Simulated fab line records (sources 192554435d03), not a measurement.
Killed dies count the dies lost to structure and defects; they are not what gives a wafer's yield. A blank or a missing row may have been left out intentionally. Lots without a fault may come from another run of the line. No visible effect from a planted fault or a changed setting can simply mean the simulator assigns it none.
Chamber matching / flow n5Finfet / 4 sister chambers for N5_BEOL_M10_ETCH_66 on rieDiel-04
The step etches SOC in N2/H2, target depth 120 nm, overetch 24 nm, time 180 s. 16 wafers are shown with their chamber, then 8 later ones without.

## WAFERS, EACH WITH ITS CHAMBER
wafer=L077.1; chamber=1; drypumpMotorCurrentA (A)=5.1; showerheadPlenumPTorr (Torr)=2.59; throttleValvePct (%)=18.15
wafer=L077.2; chamber=0; drypumpMotorCurrentA (A)=5.9; showerheadPlenumPTorr (Torr)=2.51; throttleValvePct (%)=17.71
wafer=L077.6; chamber=3; drypumpMotorCurrentA (A)=5.4; showerheadPlenumPTorr (Torr)=2.47; throttleValvePct (%)=17.40
wafer=L078.1; chamber=0; drypumpMotorCurrentA (A)=5.9; showerheadPlenumPTorr (Torr)=2.51; throttleValvePct (%)=17.72
wafer=L078.4; chamber=0; drypumpMotorCurrentA (A)=5.9; showerheadPlenumPTorr (Torr)=2.51; throttleValvePct (%)=17.71
wafer=L078.6; chamber=1; drypumpMotorCurrentA (A)=5.1; showerheadPlenumPTorr (Torr)=2.59; throttleValvePct (%)=18.15
wafer=L080.1; chamber=0; drypumpMotorCurrentA (A)=5.9; showerheadPlenumPTorr (Torr)=2.50; throttleValvePct (%)=17.74
wafer=L080.5; chamber=2; drypumpMotorCurrentA (A)=4.8; showerheadPlenumPTorr (Torr)=2.60; throttleValvePct (%)=17.83
wafer=L080.6; chamber=0; drypumpMotorCurrentA (A)=5.9; showerheadPlenumPTorr (Torr)=2.50; throttleValvePct (%)=17.72
wafer=L081.1; chamber=0; drypumpMotorCurrentA (A)=5.9; showerheadPlenumPTorr (Torr)=2.50; throttleValvePct (%)=17.74
wafer=L081.5; chamber=1; drypumpMotorCurrentA (A)=5.1; showerheadPlenumPTorr (Torr)=2.59; throttleValvePct (%)=17.78
wafer=L081.6; chamber=0; drypumpMotorCurrentA (A)=6.0; showerheadPlenumPTorr (Torr)=2.50; throttleValvePct (%)=17.75
wafer=L087.1; chamber=0; drypumpMotorCurrentA (A)=5.9; showerheadPlenumPTorr (Torr)=2.49; throttleValvePct (%)=17.76
wafer=L087.2; chamber=1; drypumpMotorCurrentA (A)=5.1; showerheadPlenumPTorr (Torr)=2.58; throttleValvePct (%)=17.82
wafer=L087.3; chamber=2; drypumpMotorCurrentA (A)=4.8; showerheadPlenumPTorr (Torr)=2.59; throttleValvePct (%)=17.84
wafer=L090.2; chamber=2; drypumpMotorCurrentA (A)=4.8; showerheadPlenumPTorr (Torr)=2.59; throttleValvePct (%)=17.86

SIGNATURES (averages over the wafers above)
reading=drypumpMotorCurrentA; chamber 0=5.913; chamber 1=5.100; chamber 2=4.800; chamber 3=5.400; scatter within a chamber=0.027
reading=showerheadPlenumPTorr; chamber 0=2.5025; chamber 1=2.5875; chamber 2=2.5933; chamber 3=2.4700; scatter within a chamber=0.0064
reading=throttleValvePct; chamber 0=17.7312; chamber 1=17.9750; chamber 2=17.8433; chamber 3=17.4000; scatter within a chamber=0.103
Rule: distance of a wafer from a chamber = root of the sum over the readings of ((wafer's reading minus chamber's mean) / reading's scatter) squared. The wafer belongs to the nearest chamber; if the next one is less than 2 further off, it can't be placed. The scatter is the square root of a quotient: the sum, over the shown wafers, of each reading's squared deviation from its chamber's mean, divided by wafers minus chambers.

## WAFERS WITHOUT THEIR CHAMBER
wafer=L090.4; drypumpMotorCurrentA (A)=5.1; showerheadPlenumPTorr (Torr)=2.58; throttleValvePct (%)=17.83
wafer=L090.6; drypumpMotorCurrentA (A)=5.4; showerheadPlenumPTorr (Torr)=2.46; throttleValvePct (%)=17.45
wafer=L094.2; drypumpMotorCurrentA (A)=4.9; showerheadPlenumPTorr (Torr)=2.59; throttleValvePct (%)=17.87
wafer=L094.3; drypumpMotorCurrentA (A)=5.9; showerheadPlenumPTorr (Torr)=2.49; throttleValvePct (%)=17.80
wafer=L094.5; drypumpMotorCurrentA (A)=5.4; showerheadPlenumPTorr (Torr)=2.45; throttleValvePct (%)=17.47
wafer=L093.1; drypumpMotorCurrentA (A)=5.4; showerheadPlenumPTorr (Torr)=2.45; throttleValvePct (%)=17.47
wafer=L093.2; drypumpMotorCurrentA (A)=5.1; showerheadPlenumPTorr (Torr)=2.58; throttleValvePct (%)=17.84
wafer=L093.3; drypumpMotorCurrentA (A)=4.8; showerheadPlenumPTorr (Torr)=2.59; throttleValvePct (%)=17.87

## WHICH CHAMBER EACH ONE RAN IN
wafer=L090.4; from the rows above=1; in truth=1
wafer=L090.6; from the rows above=3; in truth=3
wafer=L094.2; from the rows above=2; in truth=2
wafer=L094.3; from the rows above=0; in truth=0
wafer=L094.5; from the rows above=3; in truth=3
wafer=L093.1; from the rows above=3; in truth=3
wafer=L093.2; from the rows above=1; in truth=1
wafer=L093.3; from the rows above=2; in truth=2
Correctly placed: 8 of 8. From these rows, 0 cannot be placed. 0 placed wrongly.
